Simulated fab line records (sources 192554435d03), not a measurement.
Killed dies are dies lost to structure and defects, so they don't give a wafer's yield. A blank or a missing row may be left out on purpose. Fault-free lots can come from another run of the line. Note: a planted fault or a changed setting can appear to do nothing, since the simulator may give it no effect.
fab line records + flow n5Finfet + part 2 of 2: steps 26 to 32 of 32
[record]
- lots = 5
- wafers = 15
- lastDay = 20
route steps=1938 shown BEOL_M10@1476
lots that met no fault: taken from a fault-free run of the same line
startH: start of the lot's first displayed wafer, in hours after the record's first day + waitH: hours since the lot's step before + " identical to the entry in the row above + L1.1+2: a row that stands for several wafers + - no value, or no start given + * or withheld: withheld + < > ~ a bound
route shown NAME@n: names a module that has steps shown in the file, with the first one's number in the route + usual: mean/standard deviation taken from wafers without a fault + same: alike in all rows + chamber/n: place in a boat + sites: readings site by site + _std_site: the values' standard deviation + _edge_site: inner sites' mean taken away from outer sites' mean + radiusMm: for every site, how far away it sits from the centre of the wafer + mask NAME#n: copy n + behind: the most recent tool/chamber to have shaped the wafer + hold: reason for holding the lot/hours on hold/outcome of the hold + device: names the non-switching transistor (n, p or np) + end of line: tests of these same wafers at the route's end + a step with no rows: only its recipe + killed: at the first sort, the dies lost to defects and structure; wafer yield is something else + map: shows each die of a wafer: x if killed, . if not, _ if none is there
set.NAME: the setting the step ran with; set.NAME@STEP: the setting that earlier step ran with + model.NAME: the simulator's own value behind a step, which no gauge read
lots at selected steps of the route; one table per step, one row per wafer
services: the hour from which a tool's chamber was out of use, counted from the record's first day as startH (under 0 if before that day), plus the number of hours and why
[[steps]]
[step N5_BEOL_M10_DEVELOP_27]
[recipe]
- developTimeS = 30
- developer = TMAH
- resist = CAR-ArF
- rinseLiquid = diw
- dry = airSpin
- devTempC = 23
| lot.wafer  | tool          | chamber | startH | waitH |
|------------|---------------|---------|--------|-------|
| L076.1+2+6 | lithoTrack-03 | 0       | -      | -     |
| L087.1+2+6 | lithoTrack-04 | 0       | -      | -     |
| L088.1+2+4 | lithoTrack-03 | 0       | -      | -     |
| L093.1+2+4 | lithoTrack-04 | 0       | -      | -     |
| L097.1+2+4 | lithoTrack-04 | 0       | -      | -     |
[step N5_BEOL_M10_CD_MEAS_28]
[recipe]
- targetCdNm = 70
- landingEnergyEv = 500
- detector = seInlens
- polarity = opening
[usual]
- cdNm = 70.1/1.1
[same]
- landingEnergyEv = 500
| lot.wafer | tool     | chamber | startH | waitH | cdNm |
|-----------|----------|---------|--------|-------|------|
| L076.1    | cdSem-02 | 0       | 260.78 | -     | 68.7 |
| L076.2    | "        | 0       | "      | "     | 67.9 |
| L076.6    | "        | 0       | "      | "     | 67.9 |
| L087.1    | cdSem-03 | 0       | 342.58 | -     | 70.3 |
| L087.2    | "        | 0       | "      | "     | 69.5 |
| L087.6    | "        | 0       | "      | "     | 69.8 |
| L088.1    | cdSem-03 | 0       | 359.83 | -     | 67.7 |
| L088.2    | "        | 0       | "      | "     | 70.4 |
| L088.4    | "        | 0       | "      | "     | 70.0 |
| L093.1    | cdSem-01 | 0       | 379.26 | -     | 69.7 |
| L093.2    | "        | 0       | "      | "     | 71.5 |
| L093.4    | "        | 0       | "      | "     | 70.7 |
| L097.1    | cdSem-03 | 0       | 429.66 | -     | 71.0 |
| L097.2    | "        | 0       | "      | "     | 69.5 |
| L097.4    | "        | 0       | "      | "     | 71.5 |
[step N5_BEOL_M10_OVL_MEAS_29]
[recipe]
- pointsPerWafer = 44
[usual]
- V9_OVL = -0.1/0.75
| lot.wafer | tool       | chamber | startH | waitH | V9_OVL[nm] |
|-----------|------------|---------|--------|-------|------------|
| L076.1    | overlay-01 | 0       | 260.81 | 0.0   | 0.0        |
| L076.2    | "          | 0       | "      | "     | 0.3        |
| L076.6    | "          | 0       | "      | "     | 0.3        |
| L087.1    | overlay-01 | 0       | 342.61 | 0.0   | 0.2        |
| L087.2    | "          | 0       | "      | "     | -0.4       |
| L087.6    | "          | 0       | "      | "     | 0.6        |
| L088.1    | overlay-01 | 0       | 359.86 | 0.0   | 1.3        |
| L088.2    | "          | 0       | "      | "     | 0.5        |
| L088.4    | "          | 0       | "      | "     | 0.9        |
| L093.1    | overlay-02 | 0       | 379.29 | 0.0   | 0.1        |
| L093.2    | "          | 0       | "      | "     | -0.3       |
| L093.4    | "          | 0       | "      | "     | -0.5       |
| L097.1    | overlay-02 | 0       | 429.69 | 0.0   | -1.3       |
| L097.2    | "          | 0       | "      | "     | -0.2       |
| L097.4    | "          | 0       | "      | "     | -0.7       |
[step N5_BEOL_M10_INSPECT_30]
[recipe]
- mode = adi
- inspectInstrument = brightfield
[usual]
- rawDefectCount = 425/100
| lot.wafer | tool             | chamber | startH | waitH | rawDefectCount |
|-----------|------------------|---------|--------|-------|----------------|
| L076.1    | defectInspect-01 | -       | 260.84 | 0.0   | 329            |
| L076.2    | "                | -       | "      | "     | 357            |
| L076.6    | "                | -       | "      | "     | 376            |
| L087.1    | defectInspect-01 | -       | 342.63 | 0.0   | 499            |
| L087.2    | "                | -       | "      | "     | 440            |
| L087.6    | "                | -       | "      | "     | 456            |
| L088.1    | defectInspect-01 | -       | 359.88 | 0.0   | 456            |
| L088.2    | "                | -       | "      | "     | 340            |
| L088.4    | "                | -       | "      | "     | 319            |
| L093.1    | defectInspect-01 | -       | 379.32 | 0.0   | 352            |
| L093.2    | "                | -       | "      | "     | 376            |
| L093.4    | "                | -       | "      | "     | 495            |
| L097.1    | defectInspect-02 | -       | 429.71 | 0.0   | 567            |
| L097.2    | "                | -       | "      | "     | 484            |
| L097.4    | "                | -       | "      | "     | 546            |
[step N5_BEOL_M10_DESCUM_33]
[recipe]
- chemistry = O2
- timeS = 7.9
- sourcePowerW = 50
- biasPowerW = 20
- pressureMtorr = 20
- rfFrequencyHz = 2.712e+07
- tempC = 40
- resist = CAR-ArF
- o2FlowSccm = 225
[usual]
- biasPowerW = 19.99/0.056
- drypumpMotorCurrentA = 5.8/0.5
- oesProductAu = 0.81/0.11
- rfVppV = 243.4/1.6
- showerheadPlenumPTorr = 2.11/0.091
- tempC = 40.01/0.12
- throttleValvePct = 20.3/0.32
| lot.wafer | tool       | chamber | startH | waitH | biasPowerW | drypumpMotorCurrentA | oesProductAu | rfHoursCounterH | rfVppV | showerheadPlenumPTorr | tempC | throttleValvePct |
|-----------|------------|---------|--------|-------|------------|----------------------|--------------|-----------------|--------|-----------------------|-------|------------------|
| L076.1    | rieDiel-06 | 3       | 260.87 | 0.0   | 20.02      | 6.8                  | 0.69         | 247             | 244.1  | 2.13                  | 40.13 | 20.3             |
| L076.2    | "          | 0       | "      | "     | 20.03      | 5.9                  | 0.72         | 214             | 244.4  | 2.14                  | 39.99 | 20.5             |
| L076.6    | "          | 0       | "      | "     | 20.05      | 6.0                  | 0.72         | -               | 244.0  | 2.14                  | 39.93 | 20.5             |
| L087.1    | rieDiel-02 | 2       | 342.67 | 0.0   | 20.06      | 5.2                  | 0.88         | 37              | 243.5  | 2.04                  | 40.10 | 20.2             |
| L087.2    | "          | 0       | "      | "     | 19.90      | 6.1                  | 0.84         | 76              | 245.1  | 2.22                  | 40.03 | 20.0             |
| L087.6    | "          | 3       | "      | "     | 20.00      | 6.4                  | 0.68         | -               | 243.0  | 1.98                  | 40.09 | 20.3             |
| L088.1    | rieDiel-03 | 1       | 360.10 | 0.2   | 20.01      | 5.9                  | 0.72         | 226             | 244.5  | 2.17                  | 39.99 | 21.1             |
| L088.2    | "          | 0       | "      | "     | 19.86      | 4.9                  | 0.84         | 63              | 243.4  | 2.04                  | 40.05 | 20.2             |
| L088.4    | "          | 2       | "      | "     | 20.01      | 5.6                  | 0.69         | 238             | 239.9  | 1.97                  | 39.92 | 20.4             |
| L093.1    | rieDiel-06 | 2       | 379.35 | 0.0   | 20.02      | 6.2                  | 0.89         | 30              | 242.7  | 2.15                  | 40.04 | 20.4             |
| L093.2    | "          | 3       | "      | "     | 20.00      | 6.8                  | 0.88         | 39              | 243.8  | 2.12                  | 40.18 | 20.0             |
| L093.4    | "          | 1       | "      | "     | 19.96      | 5.2                  | 0.92         | -               | 243.2  | 2.16                  | 40.02 | 20.4             |
| L097.1    | rieDiel-03 | 3       | 429.74 | 0.0   | 19.98      | 6.1                  | 0.86         | 57              | 244.9  | 2.22                  | 39.95 | 20.1             |
| L097.2    | "          | 2       | "      | "     | 19.98      | 5.6                  | 0.96         | 7               | 246.5  | 2.23                  | 40.26 | 20.1             |
| L097.4    | "          | 2       | "      | "     | 19.87      | 5.6                  | 0.96         | -               | 246.3  | 2.23                  | 39.98 | 20.1             |
[step N5_BEOL_M10_ETCH_65]
[recipe]
- chemistry = CF4
- target = SiARC
- targetDepthA = 390
- maskMaterial = CAR-ArF
- timeS = 65
- ionEnergyEv = 80
- pressureMtorr = 40
- sourceW = 545
- biasW = 36
- Ar_flow_sccm = 100
- cf4FlowSccm = 100
- ends = cleared
[usual]
- drypumpMotorCurrentA = 5.8/0.5
- etchRfOnTimeS = 64.2/1.4
- mfcArSccm = 100.0/0.3
- oesProductAu = 0.70/0.088
- rfVppV = 184.4/1.3
- showerheadPlenumPTorr = 2.16/0.082
- throttleValvePct = 15.5/0.32
| lot.wafer | tool       | chamber | startH | waitH | drypumpMotorCurrentA | etchRfOnTimeS | mfcArSccm | oesProductAu | rfHoursCounterH | rfVppV | showerheadPlenumPTorr | throttleValvePct |
|-----------|------------|---------|--------|-------|----------------------|---------------|-----------|--------------|-----------------|--------|-----------------------|------------------|
| L076.1    | rieDiel-06 | 3       | 260.91 | 0.0   | 6.8                  | 66.9          | 100.5     | 0.58         | 247             | 185.8  | 2.21                  | 15.7             |
| L076.2    | "          | 0       | "      | "     | 5.9                  | 65.6          | 100.1     | 0.61         | 214             | 183.9  | 2.20                  | 15.8             |
| L076.6    | "          | 0       | "      | "     | 5.9                  | 65.4          | 99.7      | 0.61         | -               | 185.9  | 2.20                  | 15.8             |
| L087.1    | rieDiel-02 | 2       | 342.70 | 0.0   | 5.2                  | 62.6          | 99.4      | 0.76         | 37              | 185.6  | 2.11                  | 15.4             |
| L087.2    | "          | 0       | "      | "     | 6.1                  | 63.6          | 99.4      | 0.72         | 76              | 186.1  | 2.25                  | 15.1             |
| L087.6    | "          | 3       | "      | "     | 6.3                  | 65.0          | 100.1     | 0.59         | -               | 183.8  | 2.03                  | 15.5             |
| L088.1    | rieDiel-03 | 1       | 360.13 | 0.0   | 5.9                  | 62.8          | 100.0     | 0.63         | 226             | 184.1  | 2.20                  | 16.2             |
| L088.2    | "          | 0       | "      | "     | 4.9                  | 61.9          | 99.8      | 0.73         | 63              | 184.5  | 2.10                  | 15.4             |
| L088.4    | "          | 2       | "      | "     | 5.6                  | 66.1          | 100.3     | 0.58         | 238             | 184.5  | 2.03                  | 15.7             |
| L093.1    | rieDiel-06 | 2       | 379.39 | 0.0   | 6.1                  | 63.0          | 100.0     | 0.76         | 30              | 184.6  | 2.17                  | 15.3             |
| L093.2    | "          | 3       | "      | "     | 6.8                  | 65.7          | 99.6      | 0.74         | 39              | 184.5  | 2.19                  | 15.4             |
| L093.4    | "          | 1       | "      | "     | 5.2                  | 62.8          | 99.4      | 0.81         | -               | 184.7  | 2.19                  | 15.4             |
| L097.1    | rieDiel-03 | 3       | 429.78 | 0.0   | 6.1                  | 64.7          | 99.9      | 0.74         | 57              | 186.1  | 2.25                  | 15.2             |
| L097.2    | "          | 2       | "      | "     | 5.6                  | 64.2          | 100.1     | 0.82         | 7               | 186.6  | 2.28                  | 15.3             |
| L097.4    | "          | 2       | "      | "     | 5.6                  | 63.4          | 99.8      | 0.82         | -               | 185.0  | 2.28                  | 15.3             |
[step N5_BEOL_M10_ETCH_66]
[recipe]
- chemistry = N2/H2
- target = SOC
- targetDepthA = 1200
- overetchA = 240
- maskMaterial = SiARC
- tempC = 40
- timeS = 180
- ionEnergyEv = 200
- pressureMtorr = 30
- sourceW = 840
- biasW = 150
- n2FlowSccm = 200
- h2FlowSccm = 200
[usual]
- drypumpMotorCurrentA = 5.8/0.5
- oesProductAu = 0.65/0.081
- rfVppV = 524/3.2
- showerheadPlenumPTorr = 2.56/0.11
- tempC = 39.99/0.11
- throttleValvePct = 17.7/0.37
| lot.wafer | tool       | chamber | startH | waitH | drypumpMotorCurrentA | oesProductAu | rfHoursCounterH | rfVppV | showerheadPlenumPTorr | tempC | throttleValvePct |
|-----------|------------|---------|--------|-------|----------------------|--------------|-----------------|--------|-----------------------|-------|------------------|
| L076.1    | rieDiel-06 | 3       | 260.96 | 0.0   | 6.8                  | 0.56         | 247             | 526    | 2.61                  | 40.05 | 17.9             |
| L076.2    | "          | 0       | "      | "     | 5.9                  | 0.58         | 214             | 526    | 2.62                  | 40.17 | 18.1             |
| L076.6    | "          | 0       | "      | "     | 5.9                  | 0.57         | -               | 528    | 2.62                  | 40.15 | 18.1             |
| L087.1    | rieDiel-02 | 2       | 342.75 | 0.0   | 5.2                  | 0.70         | 37              | 523    | 2.46                  | 40.18 | 17.5             |
| L087.2    | "          | 0       | "      | "     | 6.1                  | 0.67         | 76              | 529    | 2.68                  | 39.94 | 17.2             |
| L087.6    | "          | 3       | "      | "     | 6.3                  | 0.55         | -               | 521    | 2.41                  | 39.90 | 17.7             |
| L088.1    | rieDiel-03 | 1       | 360.18 | 0.0   | 5.9                  | 0.58         | 226             | 526    | 2.62                  | 39.97 | 18.5             |
| L088.2    | "          | 0       | "      | "     | 4.9                  | 0.67         | 63              | 522    | 2.48                  | 39.97 | 17.5             |
| L088.4    | "          | 2       | "      | "     | 5.6                  | 0.56         | 238             | 518    | 2.40                  | 39.97 | 17.9             |
| L093.1    | rieDiel-06 | 2       | 379.44 | 0.0   | 6.1                  | 0.71         | 30              | 525    | 2.60                  | 40.17 | 17.8             |
| L093.2    | "          | 3       | "      | "     | 6.8                  | 0.71         | 39              | 524    | 2.59                  | 39.88 | 17.6             |
| L093.4    | "          | 1       | "      | "     | 5.2                  | 0.76         | -               | 526    | 2.59                  | 39.93 | 17.5             |
| L097.1    | rieDiel-03 | 3       | 429.83 | 0.0   | 6.1                  | 0.71         | 57              | 529    | 2.69                  | 39.79 | 17.4             |
| L097.2    | "          | 2       | "      | "     | 5.7                  | 0.77         | 8               | 528    | 2.71                  | 39.91 | 17.5             |
| L097.4    | "          | 2       | "      | "     | 5.6                  | 0.77         | -               | 527    | 2.71                  | 40.01 | 17.5             |
[[services]]
| tool           | chamber | startH | hours | kind   |
|----------------|---------|--------|-------|--------|
| arfiScanner-02 | -       | 245.71 | 1.3   | pm     |
| rieDiel-03     | 3       | 245.80 | 5.4   | repair |
| arfiScanner-03 | -       | 248.45 | 3.1   | pm     |
| arfiScanner-02 | -       | 255.90 | 1.0   | pm     |
| arfiScanner-03 | -       | 261.16 | 0.8   | pm     |
| arfiScanner-01 | -       | 264.85 | 1.0   | repair |
| arfiScanner-03 | -       | 272.10 | 1.0   | pm     |
| arfiScanner-01 | -       | 284.46 | 0.8   | repair |
| arfiScanner-01 | -       | 292.94 | 4.4   | repair |
| arfiScanner-01 | -       | 305.54 | 1.3   | pm     |
| rieMetal-02    | -       | 325.49 | 1.1   | repair |
| rieDiel-02     | -       | 336.28 | 0.6   | repair |
| arfiScanner-01 | -       | 337.55 | 1.0   | pm     |
| arfiScanner-02 | -       | 342.57 | 0.8   | pm     |
| arfiScanner-01 | -       | 343.44 | 4.0   | repair |
| arfiScanner-03 | -       | 355.94 | 0.2   | repair |
| arfiScanner-03 | -       | 358.26 | 1.3   | pm     |
| rieDiel-06     | -       | 367.66 | 0.3   | repair |
| arfiScanner-03 | -       | 374.69 | 1.0   | pm     |
| rieMetal-02    | 0       | 383.10 | 15.2  | repair |
| rieDiel-06     | 0       | 391.80 | 48.8  | repair |
| rieDiel-06     | 1       | 404.37 | 14.4  | repair |
| arfiScanner-01 | -       | 408.44 | 3.1   | pm     |
| rieMetal-02    | 0       | 408.68 | 5.2   | repair |
